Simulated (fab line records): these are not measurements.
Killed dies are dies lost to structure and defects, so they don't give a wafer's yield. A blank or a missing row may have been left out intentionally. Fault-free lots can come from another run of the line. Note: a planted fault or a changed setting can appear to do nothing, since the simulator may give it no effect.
Chamber matching    flow n5Finfet    N5_BEOL_M2_ETCH_70 on rieDiel-02 has 4 sister chambers
The step etches SOC in N2/H2, target depth 80 nm, overetch 24 nm, time 130 s. 18 wafers are shown with their chamber, then 9 later ones without.

WAFERS WITH THEIR CHAMBER
wafer   chamber  drypumpMotorCurrentA (A)  showerheadPlenumPTorr (Torr)  oesProductAu (a.u.)
L074.1  3        5.3                       2.59                          0.61
L074.4  2        5.6                       2.70                          0.67
L074.5  0        6.8                       2.41                          0.52
L076.3  1        5.9                       2.41                          0.54
L076.4  0        6.8                       2.40                          0.52
L076.6  3        5.3                       2.58                          0.61
L083.1  0        6.8                       2.40                          0.51
L083.4  2        5.6                       2.69                          0.66
L083.5  0        6.8                       2.40                          0.51
L086.1  1        6.0                       2.40                          0.52
L086.3  2        5.6                       2.69                          0.65
L086.5  0        6.8                       2.40                          0.50
L088.1  3        5.3                       2.57                          0.60
L088.2  2        5.6                       2.69                          0.64
L088.5  1        6.0                       2.40                          0.52
L089.3  1        6.0                       2.40                          0.52
L089.4  3        5.3                       2.57                          0.59
L089.5  2        5.6                       2.68                          0.63

SIGNATURES (averages over the wafers above)
reading                chamber 0  chamber 1  chamber 2  chamber 3  scatter within a chamber
drypumpMotorCurrentA   6.800      5.975      5.600      5.300      0.0231
showerheadPlenumPTorr  2.4020     2.4025     2.6900     2.5775     0.00671
oesProductAu           0.5120     0.5250     0.6500     0.6025     0.0115
Rule: a wafer's distance from a chamber is the root of the sum, over the readings, of the square of ((its reading less the chamber's mean) divided by the reading's scatter). If the next closest chamber is less than 2 further off than the closest, the wafer can't be placed; otherwise it belongs to the closest. The scatter is the square root of a quotient: the sum, over the shown wafers, of each reading's squared deviation from its chamber's mean, divided by wafers minus chambers.

WAFERS MISSING THEIR CHAMBER
wafer   drypumpMotorCurrentA (A)  showerheadPlenumPTorr (Torr)  oesProductAu (a.u.)
L091.1  5.3                       2.57                          0.58
L091.2  6.8                       2.71                          0.72
L091.4  5.9                       2.40                          0.52
L092.2  5.3                       2.57                          0.58
L092.4  5.8                       2.40                          0.51
L092.5  6.8                       2.71                          0.70
L093.1  5.6                       2.68                          0.63
L093.4  5.9                       2.40                          0.51
L093.5  6.8                       2.71                          0.69

EACH ONE'S CHAMBER
wafer   from the rows above  in truth
L091.1  3                    3
L091.2  0                    0
L091.4  1                    1
L092.2  3                    3
L092.4  1                    1
L092.5  0                    0
L093.1  2                    2
L093.4  1                    1
L093.5  0                    0
9 of 9 placed correctly. Can't be placed from these rows: 0. Number placed wrongly: 0.
